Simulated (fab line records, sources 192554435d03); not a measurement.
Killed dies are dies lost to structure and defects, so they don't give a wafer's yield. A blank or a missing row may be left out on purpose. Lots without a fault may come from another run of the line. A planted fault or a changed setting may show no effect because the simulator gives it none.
Chamber matching | flow n5_finfet | N5_FIN_SAQP_MANDREL_ETCH_58 on rie_si-05: 4 sister chambers
The step etches a-Si in HBr/Cl2, stops on SiNx, target depth 45 nm, bt time 10 s, time 27 s. 27 wafers are shown with their chamber, then 12 later ones without.

WAFERS WITH THEIR CHAMBER
wafer  | chamber | throttle_valve_pct (%) | drypump_motor_current_A (A) | oes_product_au (a.u.)
L075.1 | 3       | 35.7                   | 5.5                         | 0.692
L075.2 | 0       | 36.2                   | 5.6                         | 0.679
L075.4 | 2       | 35.4                   | 5.7                         | 0.671
L077.2 | 0       | 36.2                   | 5.6                         | 0.701
L077.3 | 3       | 35.7                   | 5.4                         | 0.686
L077.4 | 1       | 35.3                   | 4.8                         | 0.687
L081.1 | 2       | 35.4                   | 5.8                         | 0.674
L081.5 | 2       | 35.4                   | 5.7                         | 0.669
L081.6 | 1       | 35.3                   | 4.8                         | 0.686
L082.1 | 2       | 35.4                   | 5.7                         | 0.671
L082.4 | 1       | 35.3                   | 4.8                         | 0.692
L082.6 | 0       | 36.2                   | 5.6                         | 0.708
L085.2 | 3       | 35.7                   | 5.5                         | 0.677
L085.3 | 0       | 36.2                   | 5.5                         | 0.691
L085.6 | 2       | 35.4                   | 5.8                         | 0.671
L086.3 | 3       | 35.7                   | 5.4                         | 0.689
L086.4 | 0       | 36.2                   | 5.6                         | 0.701
L086.6 | 3       | 35.7                   | 5.4                         | 0.680
L087.1 | 1       | 35.4                   | 4.8                         | 0.683
L087.2 | 2       | 35.4                   | 5.7                         | 0.682
L087.5 | 2       | 35.4                   | 5.7                         | 0.682
L088.3 | 2       | 35.4                   | 5.7                         | 0.672
L088.4 | 0       | 36.2                   | 5.6                         | 0.697
L088.6 | 3       | 35.7                   | 5.5                         | 0.699
L090.2 | 2       | 35.4                   | 5.7                         | 0.683
L090.5 | 3       | 35.7                   | 5.5                         | 0.692
L090.6 | 2       | 35.4                   | 5.7                         | 0.677

SIGNATURES (means of the wafers above)
reading                 | chamber 0 | chamber 1 | chamber 2 | chamber 3 | scatter within a chamber
throttle_valve_pct      | 36.200    | 35.325    | 35.400    | 35.700    | 0.0181
drypump_motor_current_A | 5.583     | 4.800     | 5.720     | 5.457     | 0.0425
oes_product_au          | 0.69617   | 0.68700   | 0.67520   | 0.68786   | 0.00708
Rule: a wafer's distance from a chamber is the root of the sum, over the readings, of the square of ((its reading less the chamber's mean) divided by the reading's scatter). The wafer belongs to the nearest chamber; if the next one is less than 2 further off, it can't be placed. The scatter: the root of (the sum of the squares of (reading less its chamber's mean) over the shown wafers, divided by (wafers less chambers)).

WAFERS WITHOUT THEIR CHAMBER
wafer  | throttle_valve_pct (%) | drypump_motor_current_A (A) | oes_product_au (a.u.)
L091.1 | 35.3                   | 4.8                         | 0.683
L091.4 | 36.2                   | 5.6                         | 0.698
L091.5 | 35.7                   | 5.5                         | 0.694
L094.2 | 35.4                   | 5.7                         | 0.676
L094.3 | 36.2                   | 5.6                         | 0.692
L094.6 | 35.3                   | 4.8                         | 0.696
L095.1 | 35.7                   | 5.4                         | 0.675
L095.2 | 35.4                   | 5.7                         | 0.668
L095.3 | 36.2                   | 5.6                         | 0.682
L096.1 | 35.7                   | 5.4                         | 0.686
L096.4 | 35.4                   | 5.7                         | 0.687
L096.5 | 36.2                   | 5.6                         | 0.706

WHICH CHAMBER EACH WENT THROUGH
wafer  | from the rows above | in truth
L091.1 | 1                   | 1
L091.4 | 0                   | 0
L091.5 | 3                   | 3
L094.2 | 2                   | 2
L094.3 | 0                   | 0
L094.6 | 1                   | 1
L095.1 | 3                   | 3
L095.2 | 2                   | 2
L095.3 | 0                   | 0
L096.1 | 3                   | 3
L096.4 | 2                   | 2
L096.5 | 0                   | 0
Placed correctly: 12 of 12. Can't be placed from these rows: 0. Placed wrongly: 0.
